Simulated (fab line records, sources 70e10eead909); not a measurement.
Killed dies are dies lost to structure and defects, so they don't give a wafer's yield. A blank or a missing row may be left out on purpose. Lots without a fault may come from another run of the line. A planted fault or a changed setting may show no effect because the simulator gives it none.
Which tool did it? | flow nand_harc | 14 lots, 42 wafers sampled, at 6 steps of a route of 1302

WHAT THE GAUGES READ, wafer by wafer
NHARC_P_BONDPAD_CD_MEAS_09: target cd 500 nm. Usual: cd_nm 500.5 nm, standard deviation 1.8.
lot  | measured     | on        | cd_nm (nm)        | flag
L832 | day 7 14:48  | cd_sem-03 | 497.7 501.0 499.9 |
L834 | day 8 02:08  | cd_sem-01 | 500.5 498.3 500.8 |
L835 | day 8 18:14  | cd_sem-02 | 502.0 500.1 501.3 |
L836 | day 9 02:01  | cd_sem-03 | 500.7 498.2 499.4 |
L837 | day 9 08:53  | cd_sem-02 | 498.3 498.3 499.3 |
L838 | day 9 20:45  | cd_sem-01 | 502.6 501.7 502.5 |
L839 | day 10 02:37 | cd_sem-01 | 498.9 499.1 499.6 |
L840 | day 10 14:32 | cd_sem-03 | 501.2 498.5 498.9 |
L841 | day 11 07:07 | cd_sem-01 | 501.4 502.6 504.1 |
L842 | day 11 12:51 | cd_sem-01 | 499.8 503.0 502.3 |
L850 | day 15 13:43 | cd_sem-01 | 498.5 498.7 500.1 |
L851 | day 15 19:02 | cd_sem-03 | 498.6 499.3 500.3 |
L852 | day 15 20:35 | cd_sem-01 | 499.2 500.7 501.7 |
L853 | day 16 15:34 | cd_sem-03 | 500.4 499.7 499.5 |

NHARC_A_ONON_D1_THK_MEAS_14: measures by ellipsometry. Usual: thk_nm 1001 nm, standard deviation 9.1.
lot  | measured     | on            | thk_nm (nm)    | flag
L832 | day 8 21:22  | film_metro-02 | 999 998 998    |
L834 | day 9 07:38  | film_metro-01 | 1007 1009 1008 |
L835 | day 10 00:43 | film_metro-01 | 1002 1002 1003 |
L836 | day 10 06:16 | film_metro-01 | 1003 1001 1002 |
L837 | day 10 16:02 | film_metro-01 | 1002 1002 1003 |
L838 | day 11 01:17 | film_metro-02 | 1009 1009 1007 |
L839 | day 11 09:05 | film_metro-02 | 996 996 996    |
L840 | day 11 18:19 | film_metro-01 | 1006 1006 1006 |
L841 | day 12 12:32 | film_metro-02 | 1007 1007 1008 |
L842 | day 12 17:34 | film_metro-02 | 1005 1004 1004 |
L850 | day 16 18:28 | film_metro-01 | 847 1002 1002  | OFF
L851 | day 16 23:19 | film_metro-01 | 841 994 994    | OFF
L852 | day 16 23:21 | film_metro-01 | 1001 1000 1001 |
L853 | day 17 20:26 | film_metro-02 | 1001 1001 1002 |

NHARC_A_ONON_D1_THK_MEAS_24: measures by ellipsometry. Usual: thk_nm 998 nm, standard deviation 10.
lot  | measured     | on            | thk_nm (nm)    | flag
L832 | day 9 06:06  | film_metro-01 | 1002 1002 999  |
L834 | day 9 19:28  | film_metro-02 | 976 979 976    |
L835 | day 10 11:36 | film_metro-01 | 1009 1010 1009 |
L836 | day 10 15:04 | film_metro-01 | 1005 1006 1005 |
L837 | day 11 01:55 | film_metro-01 | 997 997 998    |
L838 | day 11 11:13 | film_metro-02 | 992 994 993    |
L839 | day 11 20:13 | film_metro-01 | 1002 1001 1002 |
L840 | day 12 04:19 | film_metro-02 | 986 984 985    |
L841 | day 12 21:28 | film_metro-01 | 983 984 984    |
L842 | day 13 05:05 | film_metro-02 | 996 996 997    |
L850 | day 17 04:00 | film_metro-02 | 1013 1014 1013 |
L851 | day 17 11:37 | film_metro-01 | 1005 1005 1007 |
L852 | day 17 11:36 | film_metro-02 | 990 991 992    |
L853 | day 18 05:19 | film_metro-01 | 1008 1010 1007 |

NHARC_A_CHANNEL_HOLE_D1_INSPECT_12. Usual: raw_defect_count 6, standard deviation 3.
lot  | measured     | on                | raw_defect_count | flag
L832 | day 9 17:22  | defect_inspect-01 | 4 3 5            |
L834 | day 10 00:31 | defect_inspect-01 | 6 10 5           |
L835 | day 10 16:10 | defect_inspect-01 | 0 8 4            |
L836 | day 10 19:29 | defect_inspect-02 | 7 3 10           |
L837 | day 11 07:37 | defect_inspect-02 | 5 3 0            |
L838 | day 11 16:12 | defect_inspect-01 | 14 3 6           |
L839 | day 12 00:38 | defect_inspect-01 | 4 6 5            |
L840 | day 12 08:51 | defect_inspect-02 | 8 12 8           |
L841 | day 13 03:32 | defect_inspect-02 | 9 7 7            |
L842 | day 13 12:57 | defect_inspect-02 | 7 11 7           |
L850 | day 17 08:31 | defect_inspect-01 | 5 3 4            |
L851 | day 17 16:31 | defect_inspect-01 | 8 5 7            |
L852 | day 17 16:05 | defect_inspect-02 | 7 3 7            |
L853 | day 18 10:26 | defect_inspect-02 | 6 4 7            |

NHARC_END_SORT_01. Usual: killed_at_array 54, standard deviation 18; killed_at_other 0.7, standard deviation 0.87; killed_at_periphery 3.7, standard deviation 2.5; killed_dies 59, standard deviation 19; killed_open 3.3, standard deviation 2; killed_short 2.6, standard deviation 1.6.
lot  | measured     | on        | killed_at_array | killed_at_other | killed_at_periphery | killed_dies | killed_open | killed_short | flag
L841 | day 29 17:52 | prober-02 | 23 20 22        | 1 0 1           | 2 2 1               | 26 22 24    | 4 3 3       | 4 4 1        |

WHICH TOOL RAN EACH LOT (tool, then ch and the chambers of the sampled wafers, then the start)
lot  | NHARC_A_ONON_D1_DEP_12
L832 | pecvd_onon-04 ch 0, day 8 20:52
L834 | pecvd_onon-04 ch 0, day 9 07:10
L835 | pecvd_onon-03 ch 0, day 10 00:13
L836 | pecvd_onon-01 ch 0, day 10 05:46
L837 | pecvd_onon-04 ch 0, day 10 15:35
L838 | pecvd_onon-04 ch 0, day 11 00:47
L839 | pecvd_onon-01 ch 0, day 11 08:34
L840 | pecvd_onon-03 ch 0, day 11 17:56
L841 | pecvd_onon-03 ch 0, day 12 12:02
L842 | pecvd_onon-04 ch 0, day 12 17:03
L850 | pecvd_onon-04 ch 0, day 16 17:57
L851 | pecvd_onon-04 ch 0, day 16 22:49
L852 | pecvd_onon-03 ch 0, day 16 22:56
L853 | pecvd_onon-03 ch 0, day 17 19:55
- NHARC_A_ONON_D1_DEP_12: target thk 1000 nm.

WHAT THE TOOLS THEMSELVES READ (means of the sampled wafers that have a number; where no wafer has one, the mark that the record gives instead)
The record holds no such reading with a usual standard deviation.

THE ANSWER, worked out from the rows above alone
Rule: a lot is off if the mean of its wafers that have a number lies more than 3 standard deviations from the usual mean. A lot without any number at a reading at which 4 lots or more have one is off too. The other lots that the step has rows for count as sound. The gauges are gone through in route order, then the tools' own readings, and for those a lot's mean is taken as printed above. The first step at which some lot is off is used, and at that step the reading that is off furthest; a lot without a number counts as furthest.
Off: L850, L851, at NHARC_A_ONON_D1_THK_MEAS_14 (thk_nm).
A tool fits if, at a process step before that reading, it ran every lot that is off, and no sound lot after the first of them. The gauges at NHARC_A_ONON_D1_THK_MEAS_14 are tried like those tools. One fits: pecvd_onon-04 at NHARC_A_ONON_D1_DEP_12. Its last sound lot is L842 (day 12 17:03), its first lot that is off L850 (day 16 17:57): a fault that began between those two fits.

WHAT THE SIMULATOR HAD PUT IN
Process parameter drift: pecvd_onon-04, from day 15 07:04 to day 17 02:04, at NHARC_A_ONON_D1_DEP_12. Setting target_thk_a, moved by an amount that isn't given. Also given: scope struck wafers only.
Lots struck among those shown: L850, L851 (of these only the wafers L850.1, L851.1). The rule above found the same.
